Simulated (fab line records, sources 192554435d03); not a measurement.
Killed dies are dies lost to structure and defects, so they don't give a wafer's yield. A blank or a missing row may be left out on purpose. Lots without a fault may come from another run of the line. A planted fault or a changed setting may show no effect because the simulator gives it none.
Chamber matching | flow n5_finfet | N5_BEOL_M8_VIA_ETCH_34 on rie_diel-02: 4 sister chambers
The step etches SiCOH lowk in C4F6/O2, target depth 125.5 nm, time 50.5 s. 4 wafers are shown with their chamber, then 10 later ones without.

WAFERS WITH THEIR CHAMBER
wafer  | chamber | throttle_valve_pct (%)
L082.3 | 0       | 20.74
L082.4 | 3       | 21.17
L088.1 | 2       | 21.04
L088.3 | 1       | 20.45

WAFERS WITHOUT THEIR CHAMBER
wafer  | throttle_valve_pct (%)
L088.4 | 20.77
L091.2 | 20.48
L091.3 | 20.83
L091.6 | 20.80
L093.3 | 21.05
L093.4 | 20.46
L093.6 | 20.48
L096.2 | 20.86
L096.4 | 20.49
L096.6 | 21.07

WHICH CHAMBER EACH WENT THROUGH
wafer  | from the rows above     | in truth
L088.4 | 0                       | 0
L091.2 | 1                       | 1
L091.3 | 0                       | 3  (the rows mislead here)
L091.6 | 0                       | 0
L093.3 | can't be placed: 2 or 3 | 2
L093.4 | 1                       | 1
L093.6 | 1                       | 1
L096.2 | can't be placed: 0 or 2 | 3
L096.4 | 1                       | 1
L096.6 | can't be placed: 2 or 3 | 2
Placed correctly: 6 of 10. Can't be placed from these rows: 3 (the true chamber is among the candidates in 2). Placed wrongly: 1.
How it was worked out, from the rows above alone: a wafer's distance from a chamber is the root of the sum, over the readings, of the square of ((its reading less the chamber's mean) divided by the reading's scatter). The wafer belongs to the nearest chamber; if the next one is less than 2 further off, it can't be placed. A chamber's mean is the mean of its shown wafers. The scatter: with one shown wafer a chamber, the root of the mean of the squares of how far each hidden wafer lies from its nearest shown one.
